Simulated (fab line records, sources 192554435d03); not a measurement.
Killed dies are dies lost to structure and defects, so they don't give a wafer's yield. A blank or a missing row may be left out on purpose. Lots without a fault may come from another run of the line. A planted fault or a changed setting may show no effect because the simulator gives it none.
fab line records | flow n5_finfet
record lots=9 wafers=27 last_day=17
route steps=1938 shown BEOL_M9@1421 PASSIVATION@1936
lots that met no fault: from a run of the same line without faults
start_h: hours from the record's first day to the start of the lot's first wafer shown | wait_h: hours since the lot's step before | " the same as in the row above | L1.1+2: a row that stands for several wafers | - no value, or no start given | * or withheld: withheld | < > ~ a bound
route shown NAME@n: a module of which the file shows steps, and the number in the route of the first | usual: mean/standard deviation of fault-free wafers | same: alike in all rows | chamber/n: place in a boat | sites: the reading at each site | _std_site: their standard deviation | _edge_site: outer sites' mean less inner sites' | radius_mm: how far each site lies from the wafer's centre | mask NAME#n: copy n | behind: the tool/chamber that last shaped the wafer | hold: why the lot was held/for how many hours/how that ended | device: the transistor (n, p or np) that didn't switch | end of line: the same wafers' tests at the end of the route | a step without rows: its recipe alone | killed: dies lost to structure and defects at the first sort, not the wafer's yield | map: a wafer's dies, x killed, . not, _ none there
set.NAME: the setting as run; set.NAME@STEP: as run at that earlier step | model.NAME: the simulator's own value behind a step, which no gauge read
steps of the route over a sample of lots; a table a step, a row a wafer
services: from which hour (start_h, from the record's first day; less than 0 if before it) a tool's chamber was out of use, for how many hours, and why
## steps
# step N5_BEOL_M9_STRIP_67
# recipe chemistry=CF4 resist=SiARC power_w=300 bias_power_w=75 pressure_mtorr=50 cf4_flow_sccm=150 rf_frequency_hz=6e+07
# usual chamber_pressure_mTorr=49.99/0.045 drypump_motor_current_A=5.8/0.49 oes_product_au=0.80/0.071 rf_vpp_V=271.2/1.6 showerhead_plenum_p_Torr=1.80/0.064 throttle_valve_pct=13.56/0.24
# columns lot.wafer tool chamber start_h wait_h chamber_pressure_mTorr drypump_motor_current_A oes_product_au rf_hours_counter_h rf_vpp_V showerhead_plenum_p_Torr throttle_valve_pct
L176.1 rie_diel-02 3 215.29 0.0 50.05 6.5 0.90 21 271.9 1.82 13.21
L176.4 " 3 " " 49.98 6.5 0.90 - 270.8 1.82 13.20
L176.6 " 0 " " 50.02 5.1 0.89 - 273.7 1.90 13.70
L177.1 rie_diel-06 2 225.71 0.0 50.09 6.5 0.77 164 270.6 1.79 13.74
L177.2 " 0 " " 49.96 5.7 0.83 55 272.3 1.82 13.26
L177.3 " 3 " " 49.97 6.5 0.82 92 271.0 1.74 13.55
L180.2 rie_diel-05 2 270.58 0.0 49.98 5.4 0.71 207 271.5 1.77 13.98
L180.4 " 1 " " 49.97 5.8 0.73 206 271.4 1.85 13.80
L180.5 " 3 " " 50.07 5.7 0.90 - 274.3 1.91 13.42
L183.1 rie_diel-06 2 274.44 0.0 50.05 6.5 0.75 178 269.8 1.79 13.79
L183.3 " 0 " " 49.93 5.7 0.82 69 272.7 1.81 13.30
L183.5 " 2 " " 49.93 6.5 0.75 - 271.1 1.79 13.79
L188.1 rie_diel-06 2 294.68 0.0 49.92 6.5 0.75 185 272.9 1.79 13.77
L188.3 " 0 " " 50.00 5.7 0.82 75 272.0 1.81 13.31
L188.4 " 1 " " 50.01 5.5 0.72 215 270.0 1.71 13.66
L191.1 rie_diel-02 0 325.89 0.0 49.91 5.1 0.84 63 271.9 1.89 13.77
L191.4 " 2 " " 50.01 5.1 0.78 122 268.9 1.73 13.54
L191.5 " 2 " " 50.01 5.1 0.77 - 268.9 1.73 13.52
L194.2 rie_diel-06 1 339.08 0.0 49.97 5.5 0.71 226 268.4 1.70 13.68
L194.4 " 3 " " 49.97 6.5 0.79 - 269.2 1.73 13.63
L194.6 " 3 " " 50.03 6.6 0.79 - 270.1 1.73 13.62
L195.1 rie_diel-05 3 345.46 0.0 50.03 5.7 0.86 40 275.6 1.90 13.46
L195.2 " 0 " " 49.99 5.6 0.86 51 270.8 1.75 13.21
L195.6 " 3 " " 50.04 5.7 0.87 - 274.0 1.90 13.49
L196.1 rie_diel-06 3 349.40 0.0 50.03 6.5 0.78 127 271.2 1.73 13.64
L196.2 " 2 " " 50.04 6.5 0.74 195 270.8 1.78 13.80
L196.4 " 2 " " 50.03 6.5 0.73 - 270.0 1.79 13.81
# step N5_BEOL_M9_ETCH_65
# recipe chemistry=CF4 target=SiARC target_depth_a=156 mask_material=CAR-EUV time_s=26 ion_energy_ev=80 pressure_mtorr=40 source_w=545 bias_w=36 Ar_flow_sccm=100 cf4_flow_sccm=100 ends=cleared
# usual cf4_flow_sccm=100.0/0.3 chamber_pressure_mTorr=40.01/0.04 drypump_motor_current_A=5.8/0.51 etch_rf_on_time_s=26.0/0.46 oes_product_au=0.68/0.065 rf_vpp_V=184.1/1.2 showerhead_plenum_p_Torr=2.15/0.075 throttle_valve_pct=15.60/0.24
# columns lot.wafer tool chamber start_h wait_h cf4_flow_sccm chamber_pressure_mTorr drypump_motor_current_A etch_rf_on_time_s oes_product_au rf_hours_counter_h rf_vpp_V showerhead_plenum_p_Torr throttle_valve_pct
L176.1 rie_diel-05 1 216.89 0.0 100.2 40.04 5.8 26.1 0.63 192 186.5 2.22 15.80
L176.4 " 3 " " 100.1 40.01 5.8 25.5 0.81 6 184.7 2.28 15.46
L176.6 " 0 " " 100.1 40.06 5.6 25.5 0.80 - 183.7 2.10 15.16
L177.1 rie_diel-02 1 226.51 0.0 100.2 40.03 5.5 26.3 0.62 178 185.4 2.21 15.68
L177.2 " 3 " " 100.1 40.00 6.5 25.3 0.78 26 184.3 2.18 15.27
L177.3 " 0 " " 100.1 39.94 5.1 25.3 0.77 33 186.3 2.27 15.79
L180.2 rie_diel-05 1 271.40 0.0 77.9 40.00 5.8 26.7 0.61 206 184.1 2.04 14.90
L180.4 " 2 " " 77.3 39.97 5.4 26.2 0.61 207 184.3 1.96 15.07
L180.5 " 0 " " 77.4 39.94 5.6 26.4 0.76 - 182.5 1.94 14.26
L183.1 rie_diel-05 1 275.35 0.0 77.9 39.97 5.8 26.8 0.61 207 184.1 2.04 14.91
L183.3 " 2 " " 77.2 40.07 5.4 26.5 0.60 208 183.6 1.96 15.06
L183.5 " 2 " " 76.7 39.98 5.4 26.4 0.60 - 182.8 1.96 15.07
L188.1 rie_diel-06 1 301.07 0.0 99.9 40.04 5.5 26.7 0.60 217 183.5 2.04 15.67
L188.3 " 0 " " 100.5 40.01 5.7 25.5 0.70 77 185.0 2.16 15.33
L188.4 " 1 " " 100.1 40.02 5.5 26.5 0.60 - 182.2 2.04 15.67
L191.1 rie_diel-02 0 326.91 0.0 99.6 40.04 5.1 25.5 0.73 63 185.4 2.26 15.85
L191.4 " 2 " " 100.6 39.98 5.1 26.6 0.65 123 182.4 2.06 15.55
L191.5 " 0 " " 100.1 39.93 5.1 25.3 0.73 - 187.0 2.26 15.83
L194.2 rie_diel-06 1 342.88 0.0 100.0 39.99 5.5 26.5 0.60 228 183.2 2.04 15.70
L194.4 " 3 " " 99.9 40.01 6.6 26.1 0.67 - 182.1 2.07 15.68
L194.6 " 3 " " 100.3 40.02 6.6 26.0 0.68 - 184.6 2.07 15.65
L195.1 rie_diel-06 3 348.24 0.0 100.2 40.05 6.6 26.1 0.67 126 183.8 2.07 15.66
L195.2 " 2 " " 100.3 40.08 6.5 26.2 0.63 194 183.0 2.13 15.82
L195.6 " 1 " " 100.0 40.00 5.5 26.7 0.60 - 182.0 2.04 15.70
L196.1 rie_diel-05 1 351.38 0.0 99.9 40.03 5.8 26.1 0.61 231 184.8 2.20 15.87
L196.2 " 3 " " 99.8 40.00 5.8 25.8 0.75 41 183.5 2.27 15.53
L196.4 " 2 " " 100.1 40.04 5.4 25.8 0.60 232 182.3 2.11 16.04
# step N5_BEOL_M9_ETCH_66
# recipe chemistry=N2/H2 target=SOC target_depth_a=800 overetch_a=160 mask_material=SiARC temp_c=40 time_s=120 ion_energy_ev=200 pressure_mtorr=30 source_w=840 bias_w=150 n2_flow_sccm=200 h2_flow_sccm=200
# usual chamber_pressure_mTorr=30.001/0.03 drypump_motor_current_A=5.8/0.51 oes_product_au=0.61/0.054 rf_vpp_V=524.0/2.7 showerhead_plenum_p_Torr=2.55/0.092 throttle_valve_pct=17.84/0.26
# columns lot.wafer tool chamber start_h wait_h chamber_pressure_mTorr drypump_motor_current_A oes_product_au rf_hours_counter_h rf_vpp_V showerhead_plenum_p_Torr throttle_valve_pct
L176.1 rie_diel-05 1 216.91 0.0 30.015 5.9 0.57 192 526.7 2.64 18.13
L176.4 " 3 " " 30.030 5.7 0.73 6 528.3 2.71 17.72
L176.6 " 0 " " 30.005 5.6 0.71 - 522.4 2.50 17.47
L177.1 rie_diel-02 1 226.54 0.0 29.981 5.5 0.56 178 525.5 2.65 18.06
L177.2 " 3 " " 30.022 6.6 0.68 26 525.1 2.59 17.40
L177.3 " 0 " " 30.029 5.1 0.67 33 527.3 2.71 18.02
L180.2 rie_diel-05 1 271.43 0.0 29.995 5.8 0.56 206 527.0 2.63 18.15
L180.4 " 2 " " 30.011 5.4 0.55 207 523.1 2.52 18.27
L180.5 " 0 " " 29.982 5.7 0.69 - 523.3 2.49 17.51
L183.1 rie_diel-05 1 275.38 0.0 30.003 5.9 0.56 207 524.3 2.63 18.15
L183.3 " 2 " " 29.990 5.4 0.55 208 523.8 2.52 18.27
L183.5 " 2 " " 29.969 5.4 0.54 - 523.7 2.52 18.28
L188.1 rie_diel-06 1 301.10 0.0 30.017 5.5 0.55 217 521.2 2.41 17.95
L188.3 " 0 " " 30.015 5.7 0.62 77 524.8 2.58 17.62
L188.4 " 1 " " 30.049 5.5 0.55 - 520.4 2.42 17.94
L191.1 rie_diel-02 0 326.94 0.0 30.022 5.1 0.64 63 528.2 2.69 18.07
L191.4 " 2 " " 30.022 5.1 0.59 123 522.1 2.45 17.72
L191.5 " 0 " " 29.999 5.1 0.65 - 527.8 2.69 18.08
L194.2 rie_diel-06 1 342.93 0.0 30.011 5.5 0.54 228 520.4 2.41 17.98
L194.4 " 3 " " 30.004 6.5 0.60 - 521.8 2.46 17.86
L194.6 " 3 " " 30.025 6.6 0.60 - 520.6 2.46 17.84
L195.1 rie_diel-06 3 348.27 0.0 29.955 6.6 0.59 126 521.3 2.46 17.87
L195.2 " 2 " " 30.040 6.6 0.57 194 522.7 2.52 17.85
L195.6 " 1 " " 30.026 5.5 0.54 - 521.0 2.41 17.97
L196.1 rie_diel-05 1 351.41 0.0 29.938 5.8 0.55 231 525.9 2.62 18.20
L196.2 " 3 " " 29.995 5.8 0.67 41 528.9 2.69 17.79
L196.4 " 2 " " 29.996 5.4 0.54 232 523.2 2.51 18.33
# step N5_BEOL_M9_ETCH_41
# recipe chemistry=CH3F/O2 target=SiCN target_depth_a=366 taper_deg=2 time_s=70.1 ion_energy_ev=120 mask_material=TiN pressure_mtorr=30 source_w=395 bias_w=75 Ar_flow_sccm=150 CH3F_flow_sccm=30 O2_flow_sccm=20
# usual chamber_pressure_mTorr=29.998/0.027 drypump_motor_current_A=5.8/0.51 oes_product_au=0.80/0.076 rf_vpp_V=297.5/1.6 showerhead_plenum_p_Torr=2.01/0.073 throttle_valve_pct=16.32/0.24
# columns lot.wafer tool chamber start_h wait_h chamber_pressure_mTorr drypump_motor_current_A oes_product_au rf_hours_counter_h rf_vpp_V showerhead_plenum_p_Torr throttle_valve_pct
L176.1 rie_diel-05 1 - - 29.976 5.8 0.74 192 300.0 2.07 16.52
L176.4 " 3 " " 30.029 5.7 0.95 6 299.1 2.14 16.14
L176.6 " 0 " " 30.032 5.6 0.94 - 296.3 1.96 15.88
L177.1 rie_diel-02 1 - - 30.003 5.5 0.73 178 299.1 2.07 16.39
L177.2 " 3 " " 29.978 6.6 0.90 26 297.6 2.04 16.00
L177.3 " 0 " " 29.977 5.1 0.89 33 299.4 2.13 16.50
L180.2 rie_diel-05 1 - - 29.973 5.8 0.72 206 299.2 2.07 16.53
L180.4 " 2 " " 30.012 5.4 0.72 207 295.7 1.98 16.71
L180.5 " 0 " " 30.000 5.6 0.90 - 296.8 1.96 15.91
L183.1 rie_diel-05 1 - - 29.986 5.8 0.71 207 299.4 2.07 16.53
L183.3 " 2 " " 30.032 5.4 0.71 208 297.7 1.98 16.72
L183.5 " 2 " " 30.005 5.4 0.72 - 295.6 1.98 16.74
L188.1 rie_diel-06 1 - - 30.042 5.5 0.71 217 296.2 1.90 16.40
L188.3 " 0 " " 30.009 5.7 0.82 77 297.9 2.02 16.05
L188.4 " 1 " " 30.005 5.5 0.70 - 294.2 1.90 16.40
L191.1 rie_diel-02 0 - - 29.973 5.1 0.85 64 299.6 2.12 16.57
L191.4 " 2 " " 30.035 5.1 0.77 123 294.9 1.92 16.24
L191.5 " 0 " " 30.064 5.1 0.84 - 298.7 2.12 16.54
L194.2 rie_diel-06 1 - - 29.948 5.5 0.69 228 294.7 1.90 16.40
L194.4 " 3 " " 30.005 6.6 0.78 - 295.7 1.93 16.36
L194.6 " 3 " " 29.972 6.5 0.78 - 296.4 1.93 16.37
L195.1 rie_diel-06 3 - - 30.058 6.6 0.79 127 294.9 1.93 16.37
L195.2 " 2 " " 29.977 6.5 0.73 195 296.0 1.99 16.54
L195.6 " 1 " " 30.009 5.5 0.69 - 296.0 1.90 16.42
L196.1 rie_diel-05 1 - - 30.017 5.9 0.71 231 298.1 2.06 16.56
L196.2 " 3 " " 29.985 5.7 0.87 41 299.6 2.12 16.22
L196.4 " 2 " " 30.041 5.4 0.70 232 298.0 1.97 16.76
# step N5_PASSIVATION_PROBE_49
# usual defect_limited_yield=91.2/1.5 killed_at_M0_to_M3=35/11 killed_at_M4_up=13/5.6 killed_at_contacts=13/6.3 killed_at_front_end=38/12 killed_at_other=3.7/2.9 killed_dies=104/18 killed_open=69/13 killed_short=34/8.3 sort_bin_5_function=5.2/0.95 sort_bin_6_memory=3.3/0.68 sort_n_pass=1076/18 sort_yield_pct=91.2/1.5
# same gross_dies=1180 killed_at_back_side=0 sort_bin_4_leakage[%]=0 sort_bin_8_speed[%]=0
# columns lot.wafer tool chamber start_h wait_h defect_limited_yield[%] killed_at_M0_to_M3 killed_at_M4_up killed_at_contacts killed_at_front_end killed_at_other killed_dies killed_open killed_short sort_bin_5_function[%] sort_bin_6_memory[%] sort_n_pass sort_yield_pct[%]
L183.1 prober-01 - 337.84 0.0 92.2 39 15 11 26 1 92 66 25 4.3 3.3 1088 92.2
L183.5 prober-01 - 338.04 0.2 88.8 54 14 17 43 4 132 79 50 6.9 3.6 1048 88.8
# killed by level:class
L183.1 BEOL_M0_SAQP:geometric_particle:short=11 STI_FIN_REVEAL:geometric_particle:open=10 MOL_CONTACT_COAG:geometric_particle:open=10 BEOL_M4:geometric_particle:open=10 BEOL_M0_SAQP:geometric_particle:open=9 BEOL_M2:geometric_particle:open=7 BEOL_M3:geometric_particle:open=4 FIN_SAQP:geometric_particle:short=3
L183.5 BEOL_M0_SAQP:geometric_particle:open=24 BEOL_M0_SAQP:geometric_particle:short=20 MOL_CONTACT_COAG:geometric_particle:open=14 STI_FIN_REVEAL:geometric_particle:open=8 FIN_SAQP:geometric_particle:short=7 FIN_SAQP:geometric_particle:open=6 GATE_CUT:geometric_particle:short=5 FIN_CUT:geometric_particle:short=3
## services
# columns tool chamber start_h hours kind
rie_diel-05 - 197.43 0.5 repair
rie_diel-06 2 297.63 7.9 repair
rie_diel-05 3 298.23 8.0 repair
rie_diel-06 - 302.99 14.6 pm
rie_diel-02 0 316.48 3.8 repair
rie_diel-06 0 329.38 30.4 repair
rie_diel-02 0 333.06 3.4 repair
rie_diel-06 2 337.79 6.0 repair
## key
first_sign step=N5_BEOL_M9_ETCH_65 reading=cf4_flow_sccm direction=down sigmas=75 usual=100.0 struck=77.4
effect step=N5_BEOL_M9_ETCH_65 reading=throttle_valve_pct direction=down sigmas=3 usual=* struck=*
met_at N5_BEOL_M9_ETCH_65
struck_lots L180,L183
not_acting_at N5_BEOL_M9_STRIP_67,N5_BEOL_M9_ETCH_66,N5_BEOL_M9_ETCH_41
onset_between 216.89 271.40
fault kind=process_parameter_drift tool=rie_diel-05 chamber=- onset_h=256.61 steps=N5_BEOL_M9_ETCH_65 channel=cf4_flow_sccm offset=-22.5 shape=step end_h=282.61 acts_in=these_recipes_only stated=100
